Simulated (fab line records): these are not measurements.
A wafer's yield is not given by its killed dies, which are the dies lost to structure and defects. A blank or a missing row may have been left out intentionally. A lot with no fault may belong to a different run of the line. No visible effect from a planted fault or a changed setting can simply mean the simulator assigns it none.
fab line records / flow n5_finfet
[record] lots = 3 wafers = 9 last_day = 17
route steps=1938 shown PMOS_HMC_CHANNEL_EPI@79 FIN_SAQP@90 FIN_CUT@165 BEOL_M4@1111 PASSIVATION@1936
lots that met no fault: from a run of the same line without faults
start_h: hours from the record's opening day to when the first of the lot's shown wafers began / wait_h: hours from the lot's prior step to this one / " unchanged from the row above / L1.1+2: a single row standing in for several wafers / - either no value or no given start / * or withheld: withheld / < > ~ a bound
route shown NAME@n: names a module that has steps shown in the file, with the first one's number in the route / usual: average and standard deviation across the fault-free wafers / same: alike in all rows / chamber/n: place in a boat / sites: the reading at each site / _std_site: their standard deviation / _edge_site: outer sites' mean less inner sites' / radius_mm: for every site, how far away it sits from the centre of the wafer / mask NAME#n: copy n / behind: the most recent tool/chamber to have shaped the wafer / hold: what put the lot on hold/how long, in hours/how the hold closed / device: which transistor (n, p or np) failed to switch / end of line: tests run on the same wafers once the route is complete / a step without rows: its recipe alone / killed: at the first sort, the dies lost to defects and structure; wafer yield is something else / map: shows each die of a wafer: x if killed, . if not, _ if none is there
set.NAME: the setting as run; set.NAME@STEP: as run at that earlier step / model.NAME: the simulator's own value behind a step, which no gauge read
lots at selected steps of the route; one table per step, one row per wafer
[[steps]]
[step N5_PMOS_HMC_CHANNEL_EPI_HM_STRIP_35]
[recipe] chemistry = dHF temp_c = 25 material = SiO2 target = SiO2 target_depth_a = 396 time_s = 216
[step N5_PMOS_HMC_CHANNEL_EPI_SRD_39]
[recipe] dry = ipa_marangoni time_s = 30 temp_c = 23 rinse_liquid = diw
[step N5_PMOS_HMC_CHANNEL_EPI_CMP_21]
[recipe] material = SiGe30 post_cmp_clean = alkaline_brush target_thk_nm = 54
[step N5_PMOS_HMC_CHANNEL_EPI_PRECLEAN_40]
[recipe] chemistry = DHF time_s = 30 temp_c = 25 dilution = withheld
[step N5_PMOS_HMC_CHANNEL_EPI_PRECLEAN_37]
[recipe] chemistry = O3/DIW time_s = 45 temp_c = 22 o3_ppm = 10
[step N5_PMOS_HMC_CHANNEL_EPI_PRECLEAN_24]
[recipe] chemistry = DHF time_s = 30 temp_c = 25 dilution = withheld
[step N5_PMOS_HMC_CHANNEL_EPI_SRD_25]
[recipe] dry = ipa_marangoni do_ppb = 5 time_s = 30 temp_c = 23 rinse_liquid = diw
[step N5_PMOS_HMC_CHANNEL_EPI_EPI_26]
[recipe] material = Si target_thk_a = 38 temp_c = 650 precursor = SiH4/H2 pressure_torr = 20 time_s = 22.7
[step N5_FIN_SAQP_PRECLEAN_42]
[recipe] chemistry = O3/DIW time_s = 60 temp_c = 22 o3_ppm = 10
[step N5_FIN_SAQP_PRECLEAN_00]
[recipe] chemistry = SC1 time_s = 60 temp_c = 55 mix = 1:2:50
[usual] temp_c = 54.99/0.12
lot.wafer=L677.1 tool=wet_bench-06 chamber=1 start_h=33.36 wait_h=0.0 temp_c=55.18
lot.wafer=L677.5 tool=wet_bench-06 chamber=2 start_h=33.36 wait_h=0.0 temp_c=54.80
lot.wafer=L677.6 tool=wet_bench-06 chamber=5 start_h=33.36 wait_h=0.0 temp_c=55.24
lot.wafer=L687.3 tool=wet_bench-06 chamber=6 start_h=93.30 wait_h=0.0 temp_c=55.12
lot.wafer=L687.4 tool=wet_bench-06 chamber=4 start_h=93.30 wait_h=0.0 temp_c=54.93
lot.wafer=L687.5 tool=wet_bench-06 chamber=3 start_h=93.30 wait_h=0.0 temp_c=54.82
lot.wafer=L696.2 tool=wet_bench-04 chamber=0 start_h=146.39 wait_h=0.0 temp_c=54.99
lot.wafer=L696.3 tool=wet_bench-04 chamber=4 start_h=146.39 wait_h=0.0 temp_c=54.86
lot.wafer=L696.4 tool=wet_bench-04 chamber=7 start_h=146.39 wait_h=0.0 temp_c=54.84
[step N5_FIN_SAQP_PRECLEAN_44]
[recipe] chemistry = SC2 time_s = 45 temp_c = 35 mix = 1:1:50
[step N5_FIN_SAQP_SRD_01]
[recipe] dry = ipa_marangoni time_s = 30 temp_c = 23 rinse_liquid = diw
[step N5_FIN_SAQP_ALD_61]
[recipe] material = SiO2 target_thk_a = 40 temp_c = 300 ald_precursor_family = BDEAS ald_co_reactant = O2-plasma pulse_time_s = 1 purge_time_s = 2 co_reactant_purge_time_s = 2 ald_cycles = 43 pressure_torr = 2
[step N5_FIN_SAQP_DENSIFY_62]
[recipe] temp_c = 700 time_s = 60 ambient = N2 idle_temp_c = 600 ramp_up_c_per_s = 150 ramp_down_c_per_s = 60 cool_to_c = 600
[step N5_FIN_SAQP_HM_DEP_03]
[recipe] material = SiNx target_thk_a = 380 temp_c = 400 precursor = SiH4/NH3/N2 pressure_torr = 1.5 rf_w = 300 time_s = 33.6
[step N5_FIN_SAQP_PECVD_47]
[recipe] material = a-Si target_thk_a = 450 temp_c = 400 precursor = SiH4/He pressure_torr = 3 rf_w = 100 time_s = 36.3
[step N5_FIN_SAQP_PECVD_48]
[recipe] material = SiNx target_thk_a = 250 temp_c = 400 precursor = SiH4/NH3/N2 pressure_torr = 1.5 rf_w = 300 time_s = 22.1
[step N5_FIN_SAQP_PECVD_06]
[recipe] material = a-Si target_thk_a = 600 temp_c = 400 precursor = SiH4/He pressure_torr = 3 rf_w = 100 time_s = 48.1
[step N5_FIN_SAQP_HM_DEP_72]
[recipe] material = SiO2 target_thk_a = 120 temp_c = 400 precursor = SiH4/N2O pressure_torr = 0.75 rf_w = 275 time_s = 7.2
[step N5_FIN_SAQP_COAT_49]
[recipe] resist = SOC temp_c = 250 time_s = 60 spin_rpm = 1500 resist_thk_nm = 100
[step N5_FIN_SAQP_COAT_50]
[recipe] resist = SiARC temp_c = 220 time_s = 60 spin_rpm = 1500 resist_thk_nm = 35
[step N5_FIN_SAQP_COAT_10]
[recipe] resist = CAR-ArF spin_rpm = 1500 resist_thk_nm = 90
[step N5_FIN_SAQP_EBR_12]
[recipe] solvent = PGMEA ebr_width_mm = 1.5
[step N5_FIN_SAQP_SOFTBAKE_11]
[recipe] temp_c = 110 time_s = 60 resist = CAR-ArF
[step N5_FIN_SAQP_EXPOSE_13]
[recipe] mask_id = FIN_CORE na = 1.35 source_shape = dipole sigma_inner = 0.538 sigma_outer = 0.738 polarization = te target_cd_nm = 35.6 dose_mj = 63.25
[step N5_FIN_SAQP_PEB_14]
[recipe] peb_temp_c = withheld peb_time_s = 60 resist = CAR-ArF
[step N5_FIN_SAQP_DEVELOP_15]
[recipe] develop_time_s = 30 developer = TMAH resist = CAR-ArF dev_temp_c = 23 rinse_liquid = diw dry = air_spin
[step N5_FIN_SAQP_INSPECT_18]
[recipe] mode = adi inspect_instrument = brightfield
[usual] raw_defect_count = 413/100
lot.wafer=L677.1 tool=defect_inspect-01 chamber=- start_h=34.81 wait_h=0.0 raw_defect_count=406
lot.wafer=L677.5 tool=defect_inspect-01 chamber=- start_h=34.81 wait_h=0.0 raw_defect_count=366
lot.wafer=L677.6 tool=defect_inspect-01 chamber=- start_h=34.81 wait_h=0.0 raw_defect_count=286
lot.wafer=L687.3 tool=defect_inspect-01 chamber=- start_h=94.53 wait_h=0.0 raw_defect_count=480
lot.wafer=L687.4 tool=defect_inspect-01 chamber=- start_h=94.53 wait_h=0.0 raw_defect_count=1397
lot.wafer=L687.5 tool=defect_inspect-01 chamber=- start_h=94.53 wait_h=0.0 raw_defect_count=510
lot.wafer=L696.2 tool=defect_inspect-01 chamber=- start_h=147.72 wait_h=0.0 raw_defect_count=380
lot.wafer=L696.3 tool=defect_inspect-01 chamber=- start_h=147.72 wait_h=0.0 raw_defect_count=369
lot.wafer=L696.4 tool=defect_inspect-01 chamber=- start_h=147.72 wait_h=0.0 raw_defect_count=505
[step N5_FIN_SAQP_DESCUM_21]
[recipe] chemistry = O2 time_s = 7.9 source_power_w = 50 bias_power_w = 20 pressure_mtorr = 20 rf_frequency_hz = 2.712e+07 temp_c = 40 resist = CAR-ArF o2_flow_sccm = 225
[step N5_FIN_SAQP_ETCH_51]
[recipe] chemistry = CF4 target = SiARC target_depth_a = 455 mask_material = CAR-ArF time_s = 75.8 ion_energy_ev = 80 pressure_mtorr = 40 source_w = 545 bias_w = 36 Ar_flow_sccm = 100 cf4_flow_sccm = 100 ends = cleared
[step N5_FIN_SAQP_ETCH_52]
[recipe] chemistry = N2/H2 target = SOC target_depth_a = 1000 overetch_a = 200 mask_material = SiARC temp_c = 40 time_s = 150 ion_energy_ev = 200 pressure_mtorr = 30 source_w = 840 bias_w = 150 n2_flow_sccm = 200 h2_flow_sccm = 200 ends = end_point
[step N5_FIN_SAQP_STRIP_53]
[recipe] chemistry = N2/H2 temp_c = 40 n2_flow_sccm = 200 h2_flow_sccm = 200 rf_frequency_hz = 6e+07
[step N5_FIN_SAQP_HM_OPEN_73]
[recipe] chemistry = CHF3/O2 target = SiO2 stop_on = a-Si target_depth_a = 120 over_etch_frac = 1.8 mask_material = SOC time_s = 16.8 pressure_mtorr = 30 source_w = 650 bias_w = 170 Ar_flow_sccm = 200 CHF3_flow_sccm = 50 O2_flow_sccm = 5 ion_energy_ev = 200 ends = end_point
[step N5_FIN_SAQP_STRIP_74]
[recipe] chemistry = CHF3/O2 resist = SiARC rf_frequency_hz = 6e+07
[step N5_FIN_SAQP_MANDREL_ETCH_22]
[recipe] target_depth_a = 600 chemistry = HBr/Cl2 target = a-Si stop_on = SiNx bt_time_s = 10 over_etch_frac = 0.5 time_s = 30 pressure_mtorr = 10 icp_w = 800 bias_w = 75 HBr_flow_sccm = 150 Cl2_flow_sccm = 80 ends = end_point
[step N5_FIN_SAQP_INSPECT_40]
[recipe] inspect_instrument = brightfield mode = aei
[usual] raw_defect_count = 227/69
lot.wafer=L677.1 tool=defect_inspect-01 chamber=- start_h=39.58 wait_h=0.0 raw_defect_count=275
lot.wafer=L677.5 tool=defect_inspect-01 chamber=- start_h=39.58 wait_h=0.0 raw_defect_count=164
lot.wafer=L677.6 tool=defect_inspect-01 chamber=- start_h=39.58 wait_h=0.0 raw_defect_count=236
lot.wafer=L687.3 tool=defect_inspect-02 chamber=- start_h=99.36 wait_h=0.0 raw_defect_count=365
lot.wafer=L687.4 tool=defect_inspect-02 chamber=- start_h=99.36 wait_h=0.0 raw_defect_count=1314
lot.wafer=L687.5 tool=defect_inspect-02 chamber=- start_h=99.36 wait_h=0.0 raw_defect_count=415
lot.wafer=L696.2 tool=defect_inspect-02 chamber=- start_h=153.69 wait_h=0.0 raw_defect_count=158
lot.wafer=L696.3 tool=defect_inspect-02 chamber=- start_h=153.69 wait_h=0.0 raw_defect_count=129
lot.wafer=L696.4 tool=defect_inspect-02 chamber=- start_h=153.69 wait_h=0.0 raw_defect_count=169
[step N5_FIN_CUT_INSPECT_10]
[recipe] mode = adi inspect_instrument = brightfield
[usual] raw_defect_count = 41/12
lot.wafer=L677.1 tool=defect_inspect-01 chamber=- start_h=40.10 wait_h=0.1 raw_defect_count=39
lot.wafer=L677.5 tool=defect_inspect-01 chamber=- start_h=40.10 wait_h=0.1 raw_defect_count=30
lot.wafer=L677.6 tool=defect_inspect-01 chamber=- start_h=40.10 wait_h=0.1 raw_defect_count=48
lot.wafer=L687.3 tool=defect_inspect-02 chamber=- start_h=99.89 wait_h=0.0 raw_defect_count=58
lot.wafer=L687.4 tool=defect_inspect-02 chamber=- start_h=99.89 wait_h=0.0 raw_defect_count=1126
lot.wafer=L687.5 tool=defect_inspect-02 chamber=- start_h=99.89 wait_h=0.0 raw_defect_count=67
lot.wafer=L696.2 tool=defect_inspect-02 chamber=- start_h=154.08 wait_h=0.0 raw_defect_count=26
lot.wafer=L696.3 tool=defect_inspect-02 chamber=- start_h=154.08 wait_h=0.0 raw_defect_count=17
lot.wafer=L696.4 tool=defect_inspect-02 chamber=- start_h=154.08 wait_h=0.0 raw_defect_count=33
[step N5_BEOL_M4_RC_MEAS_101]
[usual] DIBL_N = 37.0/2.3 DIBL_P = 37.3/2.8 IOFF_N = 0.17/0.046 IOFF_P = 0.23/0.054 ION_N = 675/14 ION_P = 460/9.3 SS_N = 71.7/0.73 SS_P = 73.6/0.95 VT_N = 249/3.9 VT_P = -250/3.9
lot.wafer=L677.1 tool=prober-02 chamber=0 start_h=173.23 wait_h=0.0 DIBL_N[mV/V]=36.9 DIBL_P[mV/V]=36.2 IOFF_N[nA/um]=0.19 IOFF_P[nA/um]=0.22 ION_N[uA/um]=675 ION_P[uA/um]=455 SS_N[mV/dec]=71.6 SS_P[mV/dec]=73.3 VT_N[mV]=245 VT_P[mV]=-250
lot.wafer=L677.5 tool=prober-02 chamber=0 start_h=173.23 wait_h=0.0 DIBL_N[mV/V]=37.7 DIBL_P[mV/V]=38.0 IOFF_N[nA/um]=0.20 IOFF_P[nA/um]=0.26 ION_N[uA/um]=681 ION_P[uA/um]=469 SS_N[mV/dec]=71.6 SS_P[mV/dec]=74.2 VT_N[mV]=246 VT_P[mV]=-248
lot.wafer=L677.6 tool=prober-02 chamber=0 start_h=173.23 wait_h=0.0 DIBL_N[mV/V]=34.2 DIBL_P[mV/V]=33.5 IOFF_N[nA/um]=0.11 IOFF_P[nA/um]=0.17 ION_N[uA/um]=648 ION_P[uA/um]=449 SS_N[mV/dec]=70.9 SS_P[mV/dec]=72.7 VT_N[mV]=256 VT_P[mV]=-256
lot.wafer=L687.3 tool=prober-02 chamber=0 start_h=248.51 wait_h=0.3 DIBL_N[mV/V]=36.3 DIBL_P[mV/V]=37.7 IOFF_N[nA/um]=0.16 IOFF_P[nA/um]=0.24 ION_N[uA/um]=667 ION_P[uA/um]=464 SS_N[mV/dec]=71.0 SS_P[mV/dec]=73.4 VT_N[mV]=248 VT_P[mV]=-247
lot.wafer=L687.4 tool=prober-02 chamber=0 start_h=248.51 wait_h=0.3 DIBL_N[mV/V]=34.2 DIBL_P[mV/V]=34.5 IOFF_N[nA/um]=0.13 IOFF_P[nA/um]=0.20 ION_N[uA/um]=659 ION_P[uA/um]=461 SS_N[mV/dec]=70.2 SS_P[mV/dec]=73.1 VT_N[mV]=251 VT_P[mV]=-249
lot.wafer=L687.5 tool=prober-02 chamber=0 start_h=248.51 wait_h=0.3 DIBL_N[mV/V]=38.9 DIBL_P[mV/V]=40.7 IOFF_N[nA/um]=0.24 IOFF_P[nA/um]=0.32 ION_N[uA/um]=700 ION_P[uA/um]=478 SS_N[mV/dec]=71.8 SS_P[mV/dec]=74.5 VT_N[mV]=243 VT_P[mV]=-243
lot.wafer=L696.2 tool=prober-01 chamber=0 start_h=308.62 wait_h=0.2 DIBL_N[mV/V]=39.6 DIBL_P[mV/V]=37.7 IOFF_N[nA/um]=0.20 IOFF_P[nA/um]=0.23 ION_N[uA/um]=664 ION_P[uA/um]=454 SS_N[mV/dec]=72.1 SS_P[mV/dec]=73.7 VT_N[mV]=244 VT_P[mV]=-255
lot.wafer=L696.3 tool=prober-01 chamber=0 start_h=308.62 wait_h=0.2 DIBL_N[mV/V]=37.4 DIBL_P[mV/V]=36.2 IOFF_N[nA/um]=0.14 IOFF_P[nA/um]=0.21 ION_N[uA/um]=645 ION_P[uA/um]=443 SS_N[mV/dec]=72.1 SS_P[mV/dec]=73.6 VT_N[mV]=253 VT_P[mV]=-253
lot.wafer=L696.4 tool=prober-01 chamber=0 start_h=308.62 wait_h=0.2 DIBL_N[mV/V]=37.9 DIBL_P[mV/V]=36.0 IOFF_N[nA/um]=0.15 IOFF_P[nA/um]=0.19 ION_N[uA/um]=664 ION_P[uA/um]=451 SS_N[mV/dec]=71.7 SS_P[mV/dec]=73.2 VT_N[mV]=255 VT_P[mV]=-253
[step N5_PASSIVATION_PROBE_49]
[usual] defect_limited_yield = 91.5/1.3 killed_at_M0_to_M3 = 36/10 killed_at_M4_up = 13/4.7 killed_at_contacts = 13/6.7 killed_at_front_end = 37/9.7 killed_at_other = 2.6/2.3 killed_dies = 101/15 killed_on_rim = 14/4.3 killed_open = 67/12 killed_short = 32/6.7 sort_bin_5_function = 5.0/0.89 sort_bin_6_memory = 3.2/0.63 sort_bin_8_speed = 0.01/0.03 sort_n_pass = 1079/16 sort_yield_pct = 91.4/1.4
[same] gross_dies = 1180 killed_at_back_side = 0 sort_bin_4_leakage[%] = 0
lot.wafer=L687.3 tool=prober-01 chamber=- start_h=364.15 wait_h=0.1 defect_limited_yield[%]=90.8 killed_at_M0_to_M3=45 killed_at_M4_up=11 killed_at_contacts=7 killed_at_front_end=42 killed_at_other=3 killed_dies=108 killed_on_rim=10 killed_open=71 killed_short=35 sort_bin_5_function[%]=5.8 sort_bin_6_memory[%]=3.2 sort_bin_8_speed[%]=0 sort_n_pass=1072 sort_yield_pct[%]=90.8
lot.wafer=L687.4 tool=prober-01 chamber=- start_h=364.20 wait_h=0.2 defect_limited_yield[%]=81.5 killed_at_M0_to_M3=48 killed_at_M4_up=6 killed_at_contacts=12 killed_at_front_end=149 killed_at_other=3 killed_dies=218 killed_on_rim=30 killed_open=63 killed_short=34 sort_bin_5_function[%]=11.4 sort_bin_6_memory[%]=3.5 sort_bin_8_speed[%]=0 sort_n_pass=962 sort_yield_pct[%]=81.5
lot.wafer=L687.5 tool=prober-01 chamber=- start_h=364.25 wait_h=0.2 defect_limited_yield[%]=91.4 killed_at_M0_to_M3=30 killed_at_M4_up=12 killed_at_contacts=8 killed_at_front_end=48 killed_at_other=4 killed_dies=102 killed_on_rim=9 killed_open=62 killed_short=38 sort_bin_5_function[%]=4.7 sort_bin_6_memory[%]=3.8 sort_bin_8_speed[%]=0 sort_n_pass=1078 sort_yield_pct[%]=91.4
lot.wafer=L696.2 tool=prober-02 chamber=- start_h=415.86 wait_h=0.1 defect_limited_yield[%]=92.5 killed_at_M0_to_M3=26 killed_at_M4_up=10 killed_at_contacts=9 killed_at_front_end=40 killed_at_other=3 killed_dies=88 killed_on_rim=13 killed_open=54 killed_short=29 sort_bin_5_function[%]=4.7 sort_bin_6_memory[%]=2.5 sort_bin_8_speed[%]=0 sort_n_pass=1092 sort_yield_pct[%]=92.5
lot.wafer=L696.3 tool=prober-02 chamber=- start_h=415.91 wait_h=0.1 defect_limited_yield[%]=90.2 killed_at_M0_to_M3=29 killed_at_M4_up=9 killed_at_contacts=25 killed_at_front_end=50 killed_at_other=3 killed_dies=116 killed_on_rim=18 killed_open=63 killed_short=43 sort_bin_5_function[%]=4.9 sort_bin_6_memory[%]=3.8 sort_bin_8_speed[%]=0 sort_n_pass=1064 sort_yield_pct[%]=90.2
lot.wafer=L696.4 tool=prober-02 chamber=- start_h=415.96 wait_h=0.2 defect_limited_yield[%]=89.1 killed_at_M0_to_M3=34 killed_at_M4_up=21 killed_at_contacts=20 killed_at_front_end=52 killed_at_other=2 killed_dies=129 killed_on_rim=11 killed_open=88 killed_short=39 sort_bin_5_function[%]=6.4 sort_bin_6_memory[%]=4.2 sort_bin_8_speed[%]=0 sort_n_pass=1051 sort_yield_pct[%]=89.1
// killed by level:class
L687.3 BEOL_M0_SAQP:geometric_particle:open=13 BEOL_M0_SAQP:geometric_particle:short=12 FIN_SAQP:geometric_particle:open=11 DUMMY_GATE:geometric_particle:open=8 MOL_CONTACT_COAG:geometric_particle:open=7 BEOL_M1:geometric_particle:open=7 FIN_SAQP:geometric_particle:short=6 GATE_CUT:geometric_particle:open=5
L687.4 FIN_SAQP:unspecified=119 BEOL_M0_SAQP:geometric_particle:open=18 BEOL_M0_SAQP:geometric_particle:short=12 MOL_CONTACT_COAG:geometric_particle:open=10 BEOL_M1:geometric_particle:open=6 STI_FIN_REVEAL:geometric_particle:open=5 BEOL_M2:geometric_particle:open=5 FIN_SAQP:geometric_particle:open=4
L687.5 FIN_SAQP:geometric_particle:open=10 BEOL_M0_SAQP:geometric_particle:short=9 BEOL_M4:geometric_particle:open=8 DUMMY_GATE:geometric_particle:open=7 STI_FIN_REVEAL:geometric_particle:open=6 BEOL_M0_SAQP:geometric_particle:open=6 BEOL_M1:geometric_particle:open=5 STARTING-WAFER:geometric_particle:open=5
L696.2 FIN_SAQP:geometric_particle:open=8 MOL_CONTACT_COAG:geometric_particle:open=7 BEOL_M1:geometric_particle:open=6 STI_FIN_REVEAL:geometric_particle:open=5 GATE_CUT:geometric_particle:short=5 FIN_SAQP:geometric_particle:short=4 BEOL_M3:geometric_particle:open=4 BEOL_M4:geometric_particle:open=4
L696.3 MOL_CONTACT_COAG:geometric_particle:open=20 STI_FIN_REVEAL:geometric_particle:open=12 HKMG_FIN:area_etch=9 BEOL_M2:geometric_particle:open=8 FIN_SAQP:geometric_particle:short=6 BEOL_M1:geometric_particle:short=6 GATE_CUT:geometric_particle:short=5 MOL_CONTACT_COAG:geometric_particle:short=5
L696.4 STI_FIN_REVEAL:geometric_particle:open=20 MOL_CONTACT_COAG:geometric_particle:open=15 FIN_SAQP:geometric_particle:short=11 BEOL_M2:geometric_particle:open=8 FIN_SAQP:geometric_particle:open=5 MOL_CONTACT_COAG:geometric_particle:short=5 BEOL_M0_SAQP:geometric_particle:short=5 BEOL_M1:geometric_particle:open=5
// map L687.4 (x killed, . not)
_________________x...........________________
______________.................._____________
___________.................x......__________
__________..............x..........._________
________..x....x..............x......._______
_______..xx.....x.......x..............______
______.................................x_____
_____x..............x.....x..........x...____
____xxx..x.....x............x...x...x.....___
___xxxxxx..........x....x..................__
___xxxxxx..x...x...........x........x......__
__xxxxxxxx.x....xx...x.....x...x............_
__xxxxxxxxx...x.x.......x..........xx......._
_xxxxxxxxxx.x.x.x..........................x.
_xxxxxxxxxxxx.x.................x............
_xxxxxxxxxxxxxx...x.....................x....
_xxxxxxxxxxx.......................x......x..
_xxxxxxxxxx...x...........................x..
_xxxxxxxxx.x.................................
_xxxxxxxxx.......x.......x................x..
_xxxxx..xx.............x.........x..........x
__.x..x.x.x........x....x..........x..x....._
__.x...x.....x......x........x.x............_
___.....xx..........x...x................x.__
___.....x....x.x...........................__
____x............x...x....................___
_____.................x.x................____
______....x....x.............xx........._____
_______.....x..x.................x.....______
________x.....xx.............x........_______
__________.............x..x......x.._________
___________...x...x.x..x...........__________
______________........x........._____________
_________________x..........x________________
// map L677.5 (x killed, . not)
_________________............________________
______________.................._____________
___________........................__________
__________x..x...x.................._________
________...............x.......x..xx.x_______
_______............x...................______
______x............x.....x........x..x.._____
_____...................x....x...........____
____.....x........................x.......___
___.....x........x.................x.......__
___..x...x..x..............................__
__........x...............x...x........x...._
__...x..........x.....................x....._
_....x...................x...........x.......
_....x..........................x...x.....x..
_......x.....................x.x.............
_..........x.x...x......x..........x.........
_...xx.........x..........x.x.......xx.x.....
_..................x.....x...................
_...x.............x.........x..xx....x.......
_x....................xx..x..............x...
__..x...........x..x...................x...._
__.......x..................x.x....xxx.x...._
___...x...................x............x...__
___....x..x.......x........................__
____x...............................x.....___
_____.....x........x.....................____
______..x..x.....x..xx.....xx..........._____
_______.........x...........xx....x....______
________.....................x...x.x.._______
__________.x........x.......x......._________
___________..x........x.......x....__________
______________.................._____________
_________________.....x......________________
[[key]]
[first_sign] step = N5_FIN_SAQP_INSPECT_18 reading = raw_defect_count direction = up sigmas = 9.5 usual = 413 struck = 1397
[effect] step = N5_FIN_SAQP_INSPECT_40 reading = raw_defect_count direction = up sigmas = 16 usual = 227 struck = 1314
[effect] step = N5_FIN_CUT_INSPECT_10 reading = raw_defect_count direction = up sigmas = 92 usual = 41 struck = 1126
[effect] step = N5_PASSIVATION_PROBE_49 reading = killed_at_front_end direction = up sigmas = 12 usual = 37 struck = 149
[more_kills_born_at] N5_FIN_SAQP_PRECLEAN_00@wet_bench-06 = 119
met_at N5_FIN_SAQP_PRECLEAN_00
struck_wafers L687.4
[fault] kind = chamber_particle_source tool = wet_bench-06 chamber = 4 onset_h = 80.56 steps = N5_FIN_SAQP_PRECLEAN_00 rate_per_visit_cm2 = 1.6907 end_h = 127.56
